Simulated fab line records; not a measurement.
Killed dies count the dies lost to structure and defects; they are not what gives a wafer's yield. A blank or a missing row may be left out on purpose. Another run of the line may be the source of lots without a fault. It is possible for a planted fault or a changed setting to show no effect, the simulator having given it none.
fab line records :: flow n5Finfet
record
  lots=3
  wafers=9
  lastDay=17
route steps=1938 shown SD_EPI_P@326 SD_ACTIVATION@330 ILD0@335 SDB@347 PASSIVATION@1936
lots untouched by any fault: they come from a run of this same line in which no faults occurred
startH: hours from the record's first day to the start of the lot's first wafer shown :: waitH: hours from the lot's prior step to this one :: " the same as in the row above :: L1.1+2: a row that stands for several wafers :: - no value, or no start was given :: * or withheld: withheld :: < > ~ a bound
route shown NAME@n: a module of which the file shows steps, and the number in the route of the first :: usual: average and standard deviation across the fault-free wafers :: same: alike in all rows :: chamber/n: place in a boat :: sites: readings site by site :: _std_site: the standard deviation of these :: _edge_site: inner sites' mean taken away from outer sites' mean :: radiusMm: for every site, how far away it sits from the centre of the wafer :: mask NAME#n: copy n :: behind: tool/chamber where the wafer was last shaped :: hold: the reason the lot was held/the length of the hold in hours/how it ended :: device: the n, p or np transistor that did not switch :: end of line: the same wafers' tests at the end of the route :: step lacking rows: just its recipe :: killed: count of dies lost to structure and defects at first sort (not the wafer's yield) :: map: a wafer's dies, marking killed ones x, the rest . and places with no die _
set.NAME: the setting that was run; set.NAME@STEP: the one run at that earlier step :: model.NAME: the simulator's own value behind a step, which no gauge read
lots at some steps of the route; a table a step, a row a wafer
services: from which hour (startH, from the record's first day; less than 0 if before it) a tool's chamber was out of use, for how many hours, and why
## steps
# step N5_SD_EPI_P_PRECLEAN_32
# recipe
  chemistry=dHF
  timeS=10
  dilution=500:1
  tempC=25
# step N5_SD_EPI_P_PRECLEAN_33
# recipe
  chemistry=SC2
  timeS=45
  tempC=35
  mix=1:1:50
# step N5_SD_EPI_P_SRD_25
# recipe
  timeS=30
  tempC=23
  rinseLiquid=diw
  dry=ipaMarangoni
# step N5_SD_ACTIVATION_RTA_00
# recipe
  tempC=975
  timeS=0
  ambient=N2
  idleTempC=600
  rampUpCPerS=150
  rampDownCPerS=60
  coolToC=600
# step N5_SD_ACTIVATION_LSA_01
# recipe
  tempC=1080
  timeS=0.0008
  ambient=N2
# step N5_ILD0_LINER_00
# recipe
  material=SiNx
  targetThkA=40
  tempC=400
  aldPrecursorFamily=SiH2I2
  aldCoReactant=N2/H2-plasma
  pulseTimeS=1
  purgeTimeS=2
  coReactantPurgeTimeS=2
  aldCycles=80
  pressureTorr=2
# step N5_ILD0_FCVD_FILL_01
# recipe
  material=SiO2_flowable
  targetThkA=2000
  tempC=100
  pressureTorr=0.8
  rfW=2000
  timeS=328.3
# step N5_ILD0_CURE_02
# recipe
  tempC=450
  timeS=1800
  ambient=steam
  idleTempC=400
  rampUpCPerMin=5
  rampDownCPerMin=3
  densificationPH2oTorr=640
# step N5_ILD0_CMP_03
# recipe
  stopOn=SiNx
  tOverpolishS=1.9
  postCmpClean=alkalineBrush
  downForcePsi=4.1491
  platenRpm=51.796
  padVelocityMS=1.0306
  targetThkNm=197.38
# usual
  headPressurePsi=4.148/0.0079
  motorCurrentA=12.8/1.2
  overpolishRunS=1.899/0.0089
  padLifeWafers=1012/510
  timeToEndpointS=67/3.8
lot.wafer: L512.1
tool: cmp-01
chamber: 1
startH: 89.68
waitH: 0.0
headPressurePsi: 4.146
motorCurrentA: 14.9
overpolishRunS: 1.910
padLifeWafers: 450
timeToEndpointS: 72

lot.wafer: L512.3
tool: cmp-01
chamber: 3
startH: 89.68
waitH: 0.0
headPressurePsi: 4.151
motorCurrentA: 11.4
overpolishRunS: 1.906
padLifeWafers: 452
timeToEndpointS: 69

lot.wafer: L512.6
tool: cmp-01
chamber: 2
startH: 89.68
waitH: 0.0
headPressurePsi: 4.141
motorCurrentA: 12.9
overpolishRunS: 1.893
padLifeWafers: -
timeToEndpointS: 71

lot.wafer: L519.4
tool: cmp-01
chamber: 1
startH: 135.11
waitH: 0.0
headPressurePsi: 4.153
motorCurrentA: 15.2
overpolishRunS: 1.896
padLifeWafers: 828
timeToEndpointS: 67

lot.wafer: L519.1
tool: cmp-01
chamber: 2
startH: 135.11
waitH: 0.0
headPressurePsi: 4.140
motorCurrentA: 12.6
overpolishRunS: 1.898
padLifeWafers: 829
timeToEndpointS: 65

lot.wafer: L519.2
tool: cmp-01
chamber: 3
startH: 135.11
waitH: 0.0
headPressurePsi: 4.139
motorCurrentA: 12.1
overpolishRunS: 1.897
padLifeWafers: 830
timeToEndpointS: 63

lot.wafer: L527.1
tool: cmp-04
chamber: 3
startH: 176.61
waitH: 0.0
headPressurePsi: 4.145
motorCurrentA: 11.9
overpolishRunS: 1.920
padLifeWafers: 1524
timeToEndpointS: 64

lot.wafer: L527.2
tool: cmp-04
chamber: 0
startH: 176.61
waitH: 0.0
headPressurePsi: 4.141
motorCurrentA: 12.5
overpolishRunS: 1.911
padLifeWafers: 1525
timeToEndpointS: 66

lot.wafer: L527.6
tool: cmp-04
chamber: 3
startH: 176.61
waitH: 0.0
headPressurePsi: 4.158
motorCurrentA: 11.9
overpolishRunS: 1.906
padLifeWafers: -
timeToEndpointS: 64
# step N5_ILD0_CMP_07
# recipe
  stopOn=poly-Si
  material=SiO2_flowable
  tOverpolishS=1.18
  postCmpClean=alkalineBrush
  downForcePsi=4.1491
  platenRpm=51.796
  padVelocityMS=1.0306
  targetThkNm=138.88
# step N5_ILD0_PRECLEAN_10
# recipe
  chemistry=NF3:NH3
  afsCycles=5
  timeS=20
  tempC=30
  sublimationTempC=180
  sublimationTimeS=60
  pressureTorr=3
  rfPowerW=30
# step N5_ILD0_ALD_15
# recipe
  material=SiNx
  targetThkA=240
  tempC=400
  aldPrecursorFamily=SiH2I2
  aldCoReactant=N2/H2-plasma
  pulseTimeS=1
  aldCycles=480
  purgeTimeS=2
  coReactantPurgeTimeS=2
  pressureTorr=2
# step N5_ILD0_CMP_12
# recipe
  stopOn=poly-Si
  material=SiNx
  tOverpolishS=6
  postCmpClean=alkalineBrush
  downForcePsi=2.5
  platenRpm=51.8
  padVelocityMS=1.0307
  targetThkNm=17.67
# step N5_SDB_HM_DEP_00
# recipe
  material=SiNx
  targetThkA=400
  tempC=400
  precursor=SiH4/NH3/N2
  pressureTorr=1.5
  rfW=300
  timeS=35.3
# step N5_SDB_COAT_03
# recipe
  resist=SOC
  tempC=250
  timeS=60
  spinRpm=1500
  resistThkNm=100
# step N5_SDB_COAT_04
# recipe
  resist=SiARC
  tempC=220
  timeS=60
  spinRpm=1500
  resistThkNm=18
# step N5_SDB_COAT_05
# recipe
  resist=CAR-ArF
  spinRpm=1500
  resistThkNm=90
# step N5_SDB_EBR_07
# recipe
  solvent=PGMEA
  ebrWidthMm=1.5
# step N5_SDB_SOFTBAKE_06
# recipe
  tempC=110
  timeS=60
  resist=CAR-ArF
# step N5_SDB_EXPOSE_08
# recipe
  maskId=SDB
  na=1.35
  sourceShape=conventional
  sigmaOuter=0.5
  polarization=unpolarized
  doseMj=49.6
# step N5_SDB_PEB_09
# recipe
  pebTempC=withheld
  pebTimeS=60
  resist=CAR-ArF
# step N5_SDB_DEVELOP_10
# recipe
  developTimeS=30
  developer=TMAH
  resist=CAR-ArF
  rinseLiquid=diw
  dry=airSpin
  devTempC=23
# step N5_SDB_DESCUM_16
# recipe
  chemistry=O2
  timeS=7.9
  sourcePowerW=50
  biasPowerW=20
  pressureMtorr=20
  rfFrequencyHz=2.712e+07
  tempC=40
  resist=CAR-ArF
  o2FlowSccm=225
# step N5_SDB_ETCH_17
# recipe
  chemistry=CF4
  target=SiARC
  targetDepthA=234
  maskMaterial=CAR-ArF
  timeS=39
  ionEnergyEv=80
  pressureMtorr=40
  sourceW=545
  biasW=36
  Ar_flow_sccm=100
  cf4FlowSccm=100
  ends=cleared
# step N5_SDB_ETCH_18
# recipe
  chemistry=N2/H2
  target=SOC
  targetDepthA=1000
  overetchA=200
  maskMaterial=SiARC
  tempC=40
  timeS=150
  ionEnergyEv=200
  pressureMtorr=30
  sourceW=840
  biasW=150
  n2FlowSccm=200
  h2FlowSccm=200
# step N5_SDB_STRIP_19
# recipe
  chemistry=N2/H2
  tempC=40
  n2FlowSccm=200
  h2FlowSccm=200
  rfFrequencyHz=6e+07
# step N5_SDB_STRIP_21
# recipe
  chemistry=CF4
  resist=SiARC
  powerW=300
  biasPowerW=75
  pressureMtorr=50
  cf4FlowSccm=150
  rfFrequencyHz=6e+07
# step N5_SDB_HM_OPEN_20
# recipe
  chemistry=CH3F/O2
  target=SiNx
  maskMaterial=SOC
  targetDepthA=240
  stopOn=poly-Si
  overEtchFrac=0.4
  ionEnergyEv=120
  pressureMtorr=30
  sourceW=395
  biasW=73
  Ar_flow_sccm=150
  CH3F_flow_sccm=30
  O2_flow_sccm=20
# step N5_SDB_STRIP_22
# recipe
  chemistry=N2/H2
  powerW=1000
  tempC=250
  h2Frac=0.65
  overashFraction=0.3
  pressureMtorr=withheld
  n2FlowSccm=1750
  h2FlowSccm=3250
# step N5_SDB_PRECLEAN_23
# recipe
  chemistry=dHF
  timeS=30
  tempC=25
  dilution=withheld
# step N5_SDB_DUMMY_REMOVE_24
# recipe
  chemistry=TMAH
  tempC=70
  target=poly-Si
  stopOn=SiO2
  targetDepthNm=142
  concWtPct=5
  timeS=57
  dry=ipaMarangoni
  rinseTimeS=30
  rinseTempC=23
# step N5_PASSIVATION_PROBE_49
# usual
  defectLimitedYield=90.5/1.7
  killed_at_M0_to_M3=37/12
  killed_at_M4_up=14/5.2
  killedAtContacts=12/5.9
  killedAtFrontEnd=45/14
  killedAtOther=3.5/2.8
  killedDies=112/21
  killedOnRim=15/4.5
  killedOpen=73/15
  killedShort=36/8.9
  sort_bin_5_function=5.6/1.2
  sort_bin_6_memory=3.5/0.68
  sortNPass=1068/21
  sortYieldPct=90.5/1.8
# same
  grossDies=1180
  killedAtBackSide=0
  sort_bin_4_leakage[%]=0
  sort_bin_8_speed[%]=0
lot.wafer: L519.1
tool: prober-02
chamber: -
startH: 361.08
waitH: 0.0
defectLimitedYield[%]: 38.1
killed_at_M0_to_M3: 14
killed_at_M4_up: 16
killedAtContacts: 9
killedAtFrontEnd: 691
killedAtOther: 0
killedDies: 730
killedOnRim: 89
killedOpen: 49
killedShort: 29
sort_bin_5_function[%]: 39.3
sort_bin_6_memory[%]: 17.8
sortNPass: 450
sortYieldPct[%]: 38.1

lot.wafer: L519.2
tool: prober-02
chamber: -
startH: 361.13
waitH: 0.1
defectLimitedYield[%]: 90.2
killed_at_M0_to_M3: 29
killed_at_M4_up: 20
killedAtContacts: 11
killedAtFrontEnd: 54
killedAtOther: 2
killedDies: 116
killedOnRim: 18
killedOpen: 76
killedShort: 36
sort_bin_5_function[%]: 6.6
sort_bin_6_memory[%]: 3.1
sortNPass: 1064
sortYieldPct[%]: 90.2

lot.wafer: L519.4
tool: prober-02
chamber: -
startH: 361.23
waitH: 0.2
defectLimitedYield[%]: 88.1
killed_at_M0_to_M3: 39
killed_at_M4_up: 30
killedAtContacts: 15
killedAtFrontEnd: 54
killedAtOther: 3
killedDies: 141
killedOnRim: 23
killedOpen: 96
killedShort: 43
sort_bin_5_function[%]: 6.9
sort_bin_6_memory[%]: 4.5
sortNPass: 1039
sortYieldPct[%]: 88.1
# killed by level:class
L519.1 ILD0:unspecified=651 FIN_SAQP:geometricParticle:open=9 GATE_CUT:geometricParticle:open=8 FIN_SAQP:geometricParticle:short=7 MOL_CONTACT_COAG:geometricParticle:open=6 BEOL_M4:geometricParticle:open=6 BEOL_M0_SAQP:geometricParticle:short=5 BEOL_M0_SAQP:geometricParticle:open=4
L519.2 FIN_SAQP:geometricParticle:open=14 MOL_CONTACT_COAG:geometricParticle:open=10 BEOL_M4:geometricParticle:open=10 GATE_CUT:geometricParticle:short=7 BEOL_M1:geometricParticle:open=6 BEOL_M2:geometricParticle:open=6 FIN_SAQP:geometricParticle:short=4 ILD0:geometricParticle:open=4
L519.4 BEOL_M4:geometricParticle:open=19 MOL_CONTACT_COAG:geometricParticle:open=13 FIN_SAQP:geometricParticle:open=10 STI_FIN_REVEAL:geometricParticle:open=10 GATE_CUT:geometricParticle:short=10 BEOL_M2:geometricParticle:open=9 BEOL_M0_SAQP:geometricParticle:short=8 FIN_SAQP:geometricParticle:short=6
# map L519.1 (x killed, . not)
_________________.x...x....xx________________
______________x.xx.xx.xx..x.x..x_____________
___________.xxx.xx.xxx..xxxx.xxxxxx__________
__________.x.xx.xxx.xxx.xx.xxx.xxx.x_________
________xxxxxxxx......x.xxx...xxxx.xxx_______
_______xxxxxxx.xx.xxx..xxxx.xxxx.xxx.xx______
______.xx.xx.xxxx.xxx.x.xx.xxx...x.xx..._____
_____x.x..xx.x..xxx.xxx..xxx.x.xxxx.xx..x____
____..xxx...xxxxxx.xxx.xx......xx.xx.xxx.x___
___.x.xx.x.xx....xxxxxx..xx..xxxx...x..x..x__
___x.xx.xxxxxx.x.xxx..xxxx...xxxxx.xx.xx.x.__
__.xxx.xx.xxxx.xxxx....x.xxxxxxxx.x.xxxxxx.x_
__.xxxx.x.xxxxx..xx.x..xxx..xxx...x.x.x.xxxx_
_x.xx.xxx.xxxxxx..xxxxxxxxxx.xxx.x..xx..xxx..
_....x..x........xx.x.....x.x...xx.xxxxx...xx
_xx.xx.xxxx.xxx..xx....x...xx..xx..x.x.x.xx..
_xxx.xxxxxxxx.xxx.xxx.xxx.x....x.x.xxxx.xxx.x
_xx.x..xx....x..x..xx.xx.xx.xx...xxxxxxxx.xx.
_xxxxx.x...xxxxxx..x..x..x.xxxxxx..xxxxxxxxxx
_x.x.xxxx.x.xx..xxxxx....xxxx.xx.xxx.x.xxxxx.
_x.x..xxx.xxxxxx.xxx.x.x...xx.x.x.x...x.xx.xx
__xxxxxx.x.xxx....xx.x.x.x.xx.xx....xxx..xxx_
__xxxxx.x.xx.xxxxxx..x.x.xxx.....xx.xxxxxx.x_
___..xxx.xx.xxxx.x.xxxx...x.x......xxxxxxxx__
___x.xxx..xx......xxxxxxxx.x.xx.xxx.x.x.xx.__
____.xx.xxx.xx..xx...x..xxx..x.xx..xx.xxx.___
_____.xxx.xxx.xxx.x..xxxxx..x.x..xxx..x.x____
______x.xxx..x.xx...xxx..xxxx..x.x...xx._____
_______.xxxxx.xxxxx.xx.xxxxxx.xxxx...x.______
________x.x.x..xxxx.xxxxxxxxxxx.x.x..x_______
__________xxxx.xx.....xxx.xx.xxx.xx._________
___________x...x.xxx.xxx.xx...xxxxx__________
______________xx..x.xx..xxxxxxx._____________
_________________..x.xxxxx..x________________
# map L512.1 (x killed, . not)
_________________x......x.x..________________
______________...x...x.........._____________
___________.x...x...........xx.....__________
__________x..........x.............._________
________.........x.........x.x........_______
_______.......x...x.....x........x.....______
______x.....xx...........x....x........._____
_____..........x.........................____
____xxx............x......................___
___.x........x.x.x......x...x..............__
___..............x...........x...........x.__
__....................x.x...............x.x._
__.x.....................x..x...x.......x..._
_..........x..............x...x..............
_.x..............x...........................
_..........xx........x...............x.......
_....x..x...x.................x..............
_....x.xx...................x.x........x.....
_......x.....................x......xx.......
_......x.........................x.....x..x..
_....x.....x..x.....x........................
__.........................................._
__...x........x............................._
___x.......................................__
___.......x......x.....x..............xx...__
____.....................x............xx..___
_____..............................x.....____
______.x............x......x............_____
_______..........x.....x.............x.______
________..............x.............x._______
__________x..x......................_________
___________x.......x..............x__________
______________..........x......._____________
_________________.........x.x________________
## services
tool: cmp-04
chamber: -
startH: 74.39
hours: 9.3
kind: pm

tool: cmp-01
chamber: -
startH: 138.97
hours: 12.9
kind: pm

tool: cmp-01
chamber: -
startH: 152.89
hours: 1.3
kind: repair

tool: cmp-04
chamber: -
startH: 157.62
hours: 7.9
kind: pm
## key
firstSign
  step=N5_PASSIVATION_PROBE_49
  reading=killedAtFrontEnd
  direction=up
  sigmas=46
  usual=45
  struck=691
effect
  step=N5_PASSIVATION_PROBE_49
  reading=defectLimitedYield
  direction=down
  sigmas=30
  usual=90.5
  struck=38.1
moreKillsBornAt
  N5_ILD0_CMP_03@cmp-01=651
metAt N5_ILD0_CMP_03
struckWafers L519.1
onsetBetween 89.68 135.11
fault
  kind=chamberParticleSource
  tool=cmp-01
  chamber=2
  onsetH=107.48
  steps=N5_ILD0_CMP_03
  ratePerVisitCm2=1.523
  endH=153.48
